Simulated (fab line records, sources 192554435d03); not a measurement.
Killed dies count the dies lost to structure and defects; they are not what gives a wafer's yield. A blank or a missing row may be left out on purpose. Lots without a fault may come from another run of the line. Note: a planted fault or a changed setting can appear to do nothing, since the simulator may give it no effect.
fab line records	flow n5_finfet	part 1 of 2: steps 1 to 3 of 6
record: lots: 22	wafers: 66	last_day: 17
route steps=1938 shown BEOL_M0_CUTY@712 BEOL_M0@716 BEOL_M1@751
lots that met no fault: taken from a fault-free run of the same line
start_h: the number of hours between the record's first day and the start of the first shown wafer of the lot	wait_h: how many hours have passed since the lot's step before this one	" repeats the value in the row above	L1.1+2: several wafers, shown together as one row	- value missing, or start not given	* or withheld: withheld	< > ~ a bound
route shown NAME@n: a module of which the file shows steps, and the number in the route of the first	usual: mean/standard deviation of fault-free wafers	same: alike in all rows	chamber/n: place in a boat	sites: readings site by site	_std_site: standard deviation across them	_edge_site: inner sites' mean taken away from outer sites' mean	radius_mm: for every site, how far away it sits from the centre of the wafer	mask NAME#n: copy n	behind: the tool/chamber that last shaped the wafer	hold: why the lot was held/for how many hours/how that ended	device: the transistor (n, p or np) that didn't switch	end of line: tests run on the same wafers once the route is complete	a step without rows: its recipe alone	killed: the dies lost at the first sort to structure and to defects; this is not the yield of the wafer	map: the dies of a wafer, with x for killed, . for not killed, _ for no die there
set.NAME: the run value of the setting; set.NAME@STEP: its run value at that earlier step	model.NAME: the simulator's own value behind a step, which no gauge read
route steps across a sampled set of lots; one table per step, one row per wafer
services: from which hour (start_h, from the record's first day; less than 0 if before it) a tool's chamber was out of use, for how many hours, and why
== steps ==
step: N5_BEOL_M0_CUTY_ETCH_62
recipe: chemistry: CF4	target: SiARC	mask_material: CAR-ArF-block	time_s: 58.5	ion_energy_ev: 80	pressure_mtorr: 40	source_w: 545	bias_w: 36	Ar_flow_sccm: 100	cf4_flow_sccm: 100	ends: cleared
usual: drypump_motor_current_A: 5.6/0.57	etch_rf_on_time_s: 58.4/1.3	oes_product_au: 0.68/0.073	rf_vpp_V: 183.9/1.4	showerhead_plenum_p_Torr: 2.12/0.087	throttle_valve_pct: 15.61/0.23
lot.wafer	tool	chamber	start_h	wait_h	drypump_motor_current_A	etch_rf_on_time_s	oes_product_au	rf_hours_counter_h	rf_vpp_V	showerhead_plenum_p_Torr	throttle_valve_pct
L074.1	rie_diel-03	3	121.88	0.0	5.5	61.2	0.63	141	182.2	1.99	15.68
L074.3	"	0	"	"	5.3	57.7	0.74	68	184.4	2.09	15.56
L074.6	"	3	"	"	5.5	61.0	0.63	-	183.3	1.99	15.70
L075.1	rie_diel-05	0	125.74	0.0	5.2	59.0	0.66	118	183.7	2.07	15.39
L075.3	"	2	"	"	6.0	56.9	0.71	82	183.0	2.16	15.75
L075.4	"	3	"	"	4.7	57.7	0.72	54	183.6	2.09	15.61
L078.2	rie_diel-05	0	135.71	0.0	5.2	58.7	0.66	122	182.5	2.06	15.40
L078.3	"	3	"	"	4.7	57.6	0.73	58	183.3	2.09	15.63
L078.6	"	0	"	"	5.2	58.9	0.66	-	183.6	2.06	15.40
L077.2	rie_diel-03	0	140.25	0.0	5.3	57.7	0.73	74	183.6	2.08	15.58
L077.5	"	2	"	"	4.8	58.5	0.82	-	184.0	2.10	15.23
L077.6	"	1	"	"	6.3	56.8	0.60	-	184.4	2.21	16.05
L079.3	rie_diel-03	2	147.45	0.0	4.8	57.9	0.83	7	183.9	2.10	15.23
L079.5	"	1	"	"	6.3	57.5	0.60	-	184.8	2.21	16.05
L079.6	"	0	"	"	5.3	58.3	0.72	-	182.9	2.08	15.59
L080.2	rie_diel-04	0	149.38	0.0	6.5	58.5	0.71	67	183.9	2.26	15.44
L080.3	"	2	"	"	5.7	60.0	0.58	230	183.6	2.12	15.56
L080.4	"	0	"	"	6.5	58.2	0.71	-	185.9	2.26	15.45
L081.3	rie_diel-04	0	157.20	0.0	6.6	57.8	0.71	71	185.5	2.26	15.45
L081.4	"	1	"	"	6.1	56.9	0.77	-	185.8	2.26	15.29
L081.5	"	0	"	"	6.6	58.3	0.71	-	186.3	2.26	15.45
L082.2	rie_diel-04	2	162.31	0.0	5.7	60.0	0.57	237	183.7	2.12	15.59
L082.4	"	0	"	"	6.5	58.6	0.70	-	185.8	2.26	15.46
L082.5	"	2	"	"	5.7	59.6	0.58	-	183.3	2.12	15.57
L083.1	rie_diel-03	2	164.07	0.0	4.8	58.0	0.81	14	184.2	2.10	15.26
L083.2	"	0	"	"	5.3	58.0	0.72	83	184.4	2.08	15.59
L083.4	"	1	"	"	6.3	57.6	0.58	220	185.7	2.21	16.06
L084.1	rie_diel-04	0	175.09	0.0	6.5	58.5	0.69	79	186.4	2.26	15.46
L084.2	"	2	"	"	5.7	59.6	0.57	241	183.3	2.12	15.58
L084.3	"	1	"	"	6.1	57.7	0.75	47	185.8	2.26	15.30
L085.1	rie_diel-05	2	180.18	0.0	6.0	56.6	0.69	102	185.1	2.15	15.79
L085.3	"	3	"	"	4.7	57.8	0.71	74	183.4	2.09	15.64
L085.4	"	0	"	"	5.2	59.1	0.65	136	184.1	2.06	15.42
L086.1	rie_diel-04	1	192.00	0.0	6.1	57.5	0.75	53	185.9	2.25	15.30
L086.2	"	0	"	"	6.5	58.1	0.69	85	185.0	2.25	15.50
L086.4	"	3	"	"	5.9	55.8	0.83	7	184.9	2.27	15.53
L087.2	rie_diel-03	0	194.15	0.0	5.3	58.1	0.70	94	184.2	2.08	15.62
L087.4	"	2	"	"	4.8	58.6	0.78	23	184.2	2.10	15.27
L087.6	"	2	"	"	4.8	58.5	0.79	-	184.3	2.10	15.27
L088.1	rie_diel-04	1	202.41	0.0	6.1	57.5	0.74	57	185.1	2.25	15.33
L088.3	"	3	"	"	5.9	56.4	0.82	11	188.0	2.27	15.53
L088.4	"	3	"	"	5.9	56.2	0.82	-	186.1	2.27	15.54
L089.1	rie_diel-05	1	204.79	0.0	5.8	57.8	0.70	92	183.5	2.09	15.81
L089.3	"	2	"	"	6.0	57.5	0.67	111	183.8	2.15	15.79
L089.6	"	1	"	"	5.9	58.2	0.71	-	183.3	2.09	15.80
L090.2	rie_diel-05	0	213.23	0.0	5.2	59.5	0.64	147	183.6	2.06	15.45
L090.4	"	1	"	"	5.8	57.8	0.69	95	183.2	2.09	15.82
L090.5	"	1	"	"	5.8	57.7	0.70	-	184.2	2.09	15.81
L091.1	rie_diel-03	1	215.85	0.0	6.3	57.6	0.58	237	184.6	2.20	16.09
L091.4	"	0	"	"	5.3	58.2	0.70	101	184.7	2.08	15.63
L091.6	"	1	"	"	6.3	57.4	0.58	-	184.7	2.20	16.11
L092.1	rie_diel-03	1	227.59	0.0	6.3	57.8	0.57	241	185.2	2.20	16.09
L092.4	"	0	"	"	5.3	58.8	0.69	105	183.1	2.08	15.63
L092.5	"	2	"	"	4.8	58.7	0.77	-	182.4	2.09	15.32
L093.3	rie_diel-03	3	235.27	0.0	5.4	61.0	0.61	182	182.2	1.98	15.77
L093.4	"	1	"	"	6.3	58.1	0.57	243	184.4	2.20	16.12
L093.5	"	2	"	"	4.8	59.2	0.76	-	184.7	2.09	15.31
L094.1	rie_diel-03	0	240.33	0.0	5.3	57.7	0.69	110	183.2	2.07	15.64
L094.2	"	2	"	"	4.8	57.6	0.77	38	185.4	2.09	15.30
L094.5	"	3	"	"	5.5	60.7	0.60	-	181.4	1.98	15.77
L096.1	rie_diel-05	2	250.66	0.0	6.0	57.2	0.67	126	183.2	2.14	15.84
L096.4	"	1	"	"	5.9	57.8	0.68	108	183.6	2.08	15.84
L096.5	"	0	"	"	5.2	59.0	0.63	-	182.7	2.05	15.48
L097.2	rie_diel-03	1	255.37	0.0	6.3	57.3	0.57	249	185.0	2.20	16.12
L097.3	"	3	"	"	5.5	60.4	0.60	189	180.1	1.98	15.77
L097.4	"	2	"	"	4.8	58.1	0.76	43	183.9	2.09	15.31
step: N5_BEOL_M0_HM_OPEN_105
recipe: chemistry: Cl2/BCl3	target_depth_a: 120	target: TiN	ion_energy_ev: 150	pressure_mtorr: 10	icp_w: 1000	bias_w: 126	Cl2_flow_sccm: 53.25	bcl3_flow_sccm: 21.75	Ar_flow_sccm: 25
usual: drypump_motor_current_A: 5.9/0.54	oes_product_au: 0.75/0.11	throttle_valve_pct: 21.9/0.43
lot.wafer	tool	chamber	start_h	wait_h	drypump_motor_current_A	oes_product_au	rf_hours_counter_h	throttle_valve_pct
L074.1	rie_metal-02	1	124.67	2.6	6.7	0.87	13	21.8
L074.3	"	0	"	"	5.1	0.70	-	21.9
L074.6	"	1	"	"	6.6	0.86	-	21.8
L075.1	rie_metal-02	1	126.23	0.3	6.6	0.88	13	21.8
L075.3	"	1	"	"	6.6	0.86	-	21.8
L075.4	"	0	"	"	5.1	0.69	-	22.0
L078.2	rie_metal-01	0	138.68	2.8	5.4	0.92	9	21.4
L078.3	"	1	"	"	6.4	0.63	-	22.6
L078.6	"	0	"	"	5.4	0.92	-	21.4
L077.2	rie_metal-01	1	142.41	2.0	6.3	0.63	112	22.6
L077.5	"	1	"	"	6.3	0.63	-	22.6
L077.6	"	0	"	"	5.4	0.92	-	21.4
L079.3	rie_metal-03	0	149.33	1.7	6.2	0.68	-	21.7
L079.5	"	1	"	"	6.1	0.80	-	21.9
L079.6	"	0	"	"	6.1	0.68	-	21.8
L080.2	rie_metal-01	1	149.74	0.1	6.3	0.62	113	22.6
L080.3	"	0	"	"	5.4	0.91	-	21.4
L080.4	"	1	"	"	6.3	0.63	-	22.6
L081.3	rie_metal-01	1	159.34	1.9	6.4	0.63	-	22.6
L081.4	"	0	"	"	5.4	0.90	-	21.4
L081.5	"	1	"	"	6.3	0.63	-	22.6
L082.2	rie_metal-01	0	164.41	1.9	5.4	0.89	12	21.4
L082.4	"	1	"	"	6.3	0.62	-	22.6
L082.5	"	1	"	"	6.3	0.62	-	22.6
L083.1	rie_metal-02	1	165.00	0.7	6.6	0.84	18	21.8
L083.2	"	0	"	"	5.1	0.68	89	22.0
L083.4	"	0	"	"	5.1	0.67	-	22.0
L084.1	rie_metal-03	0	175.61	0.3	6.2	0.68	78	21.7
L084.2	"	1	"	"	6.1	0.80	48	21.9
L084.3	"	0	"	"	6.1	0.67	-	21.7
L085.1	rie_metal-01	0	180.80	0.4	5.4	0.89	14	21.4
L085.3	"	0	"	"	5.4	0.89	-	21.4
L085.4	"	1	"	"	6.3	0.61	-	22.6
L086.1	rie_metal-01	0	192.56	0.4	5.4	0.89	15	21.4
L086.2	"	1	"	"	6.3	0.62	117	22.6
L086.4	"	1	"	"	6.3	0.62	-	22.6
L087.2	rie_metal-02	0	196.04	1.7	5.1	0.67	92	22.0
L087.4	"	0	"	"	5.1	0.67	-	22.0
L087.6	"	0	"	"	5.1	0.67	-	22.0
L089.1	rie_metal-02	0	205.34	0.3	5.1	0.67	93	22.0
L089.3	"	0	"	"	5.1	0.67	-	22.0
L089.6	"	1	"	"	6.7	0.83	-	21.8
L088.1	rie_metal-03	1	207.02	4.4	6.1	0.78	50	21.9
L088.3	"	0	"	"	6.2	0.67	-	21.7
L088.4	"	1	"	"	6.1	0.79	-	21.9
L090.2	rie_metal-02	0	215.80	2.4	5.1	0.67	93	22.0
L090.4	"	0	"	"	5.1	0.67	-	22.0
L090.5	"	0	"	"	5.1	0.67	-	22.0
L091.1	rie_metal-01	1	219.44	3.4	6.3	0.61	119	22.6
L091.4	"	1	"	"	6.3	0.62	-	22.6
L091.6	"	0	"	"	5.4	0.87	-	21.4
L092.1	rie_metal-01	1	228.11	0.3	6.3	0.61	120	22.6
L092.4	"	1	"	"	6.3	0.61	-	22.6
L092.5	"	1	"	"	6.3	0.61	-	22.6
L093.3	rie_metal-01	0	235.60	0.1	5.5	0.87	-	21.4
L093.4	"	1	"	"	6.4	0.60	-	22.6
L093.5	"	1	"	"	6.3	0.61	-	22.6
L094.1	rie_metal-03	1	243.72	3.2	6.1	0.77	54	21.9
L094.2	"	0	"	"	6.2	0.66	83	21.8
L094.5	"	1	"	"	6.1	0.76	-	21.9
L096.1	rie_metal-02	0	253.62	2.7	5.1	0.66	96	22.0
L096.4	"	1	"	"	6.6	0.82	-	21.8
L096.5	"	1	"	"	6.6	0.81	-	21.8
L097.2	rie_metal-01	0	258.49	2.9	5.4	0.87	-	21.4
L097.3	"	0	"	"	5.4	0.86	-	21.4
L097.4	"	0	"	"	5.4	0.86	-	21.4
step: N5_BEOL_M0_STRIP_104
recipe: chemistry: N2/H2	power_w: 450	temp_c: 40	pressure_mtorr: 20	rf_frequency_hz: 6e+07	overash_fraction: 0.3	bias_power_w: 7	h2_frac: 0.5	n2_flow_sccm: 200	h2_flow_sccm: 200
usual: drypump_motor_current_A: 5.7/0.57	oes_product_au: 0.81/0.079	rf_vpp_V: 58.9/1.7	showerhead_plenum_p_Torr: 2.53/0.11	temp_c: 40.02/0.12	throttle_valve_pct: 23.64/0.29
lot.wafer	tool	chamber	start_h	wait_h	drypump_motor_current_A	oes_product_au	rf_hours_counter_h	rf_vpp_V	showerhead_plenum_p_Torr	temp_c	throttle_valve_pct
L074.1	rie_diel-03	3	124.96	0.0	5.5	0.74	143	58.5	2.34	40.01	23.80
L074.3	"	0	"	"	5.2	0.86	69	59.4	2.47	40.05	23.89
L074.6	"	3	"	"	5.5	0.74	-	57.1	2.34	39.90	23.80
L075.1	rie_diel-05	3	126.43	0.0	4.7	0.84	54	59.5	2.47	40.16	23.74
L075.3	"	0	"	"	5.2	0.78	118	58.0	2.47	40.05	23.47
L075.4	"	1	"	"	5.9	0.86	64	59.6	2.46	39.89	23.57
L078.2	rie_diel-05	3	138.87	0.0	4.7	0.83	59	56.2	2.46	39.93	23.79
L078.3	"	1	"	"	5.9	0.85	69	58.7	2.45	39.98	23.54
L078.6	"	0	"	"	5.2	0.78	-	58.7	2.46	39.93	23.51
L077.2	rie_diel-03	0	142.60	0.0	5.3	0.84	74	59.5	2.47	40.01	23.90
L077.5	"	3	"	"	5.5	0.73	-	62.1	2.34	40.14	23.82
L077.6	"	0	"	"	5.3	0.85	-	60.4	2.47	39.93	23.90
L079.3	rie_diel-03	3	149.63	0.0	5.5	0.73	152	58.0	2.34	40.15	23.80
L079.5	"	3	"	"	5.5	0.73	-	56.5	2.33	40.07	23.81
L079.6	"	2	"	"	4.8	0.95	-	58.9	2.51	40.27	23.36
L080.2	rie_diel-03	3	149.95	0.0	5.5	0.74	152	57.8	2.33	40.05	23.83
L080.3	"	0	"	"	5.3	0.84	78	57.1	2.47	40.02	23.91
L080.4	"	1	"	"	6.3	0.70	214	60.9	2.61	39.95	24.18
L081.3	rie_diel-04	2	159.48	0.0	5.7	0.68	235	58.2	2.49	39.82	23.17
L081.4	"	2	"	"	5.7	0.67	-	59.2	2.49	40.06	23.18
L081.5	"	1	"	"	6.1	0.88	-	58.7	2.69	39.89	23.18
L082.2	rie_diel-05	3	164.71	0.0	4.7	0.82	68	60.5	2.46	40.00	23.80
L082.4	"	0	"	"	5.1	0.77	133	56.3	2.46	39.91	23.51
L082.5	"	2	"	"	6.0	0.80	-	59.8	2.57	40.07	23.87
L083.1	rie_diel-03	3	165.27	0.0	5.5	0.73	158	62.7	2.33	39.87	23.77
L083.2	"	1	"	"	6.3	0.69	220	60.5	2.61	40.16	24.18
L083.4	"	2	"	"	4.8	0.95	15	56.7	2.51	39.85	23.38
L084.1	rie_diel-05	0	175.84	0.0	5.2	0.76	135	57.7	2.46	40.04	23.51
L084.2	"	2	"	"	6.0	0.79	100	60.1	2.56	40.12	23.84
L084.3	"	3	"	"	4.7	0.83	72	59.9	2.46	40.11	23.79
L085.1	rie_diel-04	3	180.99	0.0	6.0	1.00	4	56.1	2.69	40.10	23.66
L085.3	"	2	"	"	5.7	0.69	243	58.9	2.49	39.88	23.16
L085.4	"	0	"	"	6.5	0.79	82	58.7	2.67	39.96	23.39
L086.1	rie_diel-03	3	192.75	0.0	5.5	0.72	169	55.9	2.33	39.93	23.81
L086.2	"	0	"	"	5.3	0.83	93	58.7	2.46	39.90	23.95
L086.4	"	2	"	"	4.8	0.93	23	60.7	2.51	40.01	23.38
L087.2	rie_diel-05	3	196.26	0.0	4.7	0.79	79	58.7	2.46	39.75	23.80
L087.4	"	0	"	"	5.2	0.76	141	57.7	2.46	40.20	23.51
L087.6	"	3	"	"	4.7	0.81	-	55.7	2.46	40.06	23.81
L089.1	rie_diel-05	3	205.53	0.0	4.7	0.80	82	57.8	2.45	40.12	23.82
L089.3	"	0	"	"	5.2	0.76	144	56.8	2.46	40.12	23.51
L089.6	"	2	"	"	6.0	0.78	-	62.6	2.56	39.98	23.87
L088.1	rie_diel-04	1	207.21	0.0	6.1	0.86	59	58.0	2.69	40.19	23.20
L088.3	"	0	"	"	6.5	0.78	91	60.9	2.67	40.17	23.44
L088.4	"	1	"	"	6.2	0.86	-	58.2	2.68	40.03	23.18
L090.2	rie_diel-04	0	215.99	0.0	6.5	0.79	96	58.7	2.66	39.94	23.47
L090.4	"	1	"	"	6.1	0.84	-	57.4	2.68	39.95	23.24
L090.5	"	0	"	"	6.5	0.78	-	61.5	2.67	40.04	23.41
L091.1	rie_diel-04	3	219.75	0.0	5.9	0.95	19	59.8	2.68	39.91	23.64
L091.4	"	1	"	"	6.1	0.86	-	60.3	2.68	40.08	23.20
L091.6	"	3	"	"	5.9	0.95	-	60.0	2.68	39.82	23.62
L092.1	rie_diel-05	1	228.32	0.0	5.8	0.82	100	58.8	2.44	39.84	23.62
L092.4	"	2	"	"	6.0	0.77	118	59.3	2.56	40.10	23.87
L092.5	"	1	"	"	5.9	0.82	-	57.3	2.44	39.87	23.63
L093.3	rie_diel-04	3	235.75	0.0	6.0	0.92	26	55.9	2.68	40.02	23.65
L093.4	"	2	"	"	5.8	1.00	1	57.1	2.48	40.11	22.92
L093.5	"	3	"	"	6.0	0.92	-	60.0	2.68	40.15	23.66
L094.1	rie_diel-05	1	243.91	0.0	5.9	0.81	106	59.4	2.44	39.87	23.63
L094.2	"	0	"	"	5.2	0.74	159	57.9	2.45	39.92	23.56
L094.5	"	1	"	"	5.9	0.81	-	57.5	2.44	39.98	23.62
L096.1	rie_diel-03	1	253.81	0.0	6.4	0.67	249	59.8	2.60	39.98	24.25
L096.4	"	3	"	"	5.5	0.72	189	58.6	2.32	39.98	23.86
L096.5	"	3	"	"	5.5	0.71	-	54.5	2.32	39.95	23.86
L097.2	rie_diel-05	1	258.83	0.0	5.9	0.79	110	58.4	2.44	40.00	23.64
L097.3	"	3	"	"	4.7	0.77	101	59.4	2.45	40.14	23.86
L097.4	"	0	"	"	5.1	0.75	164	57.8	2.45	40.15	23.56
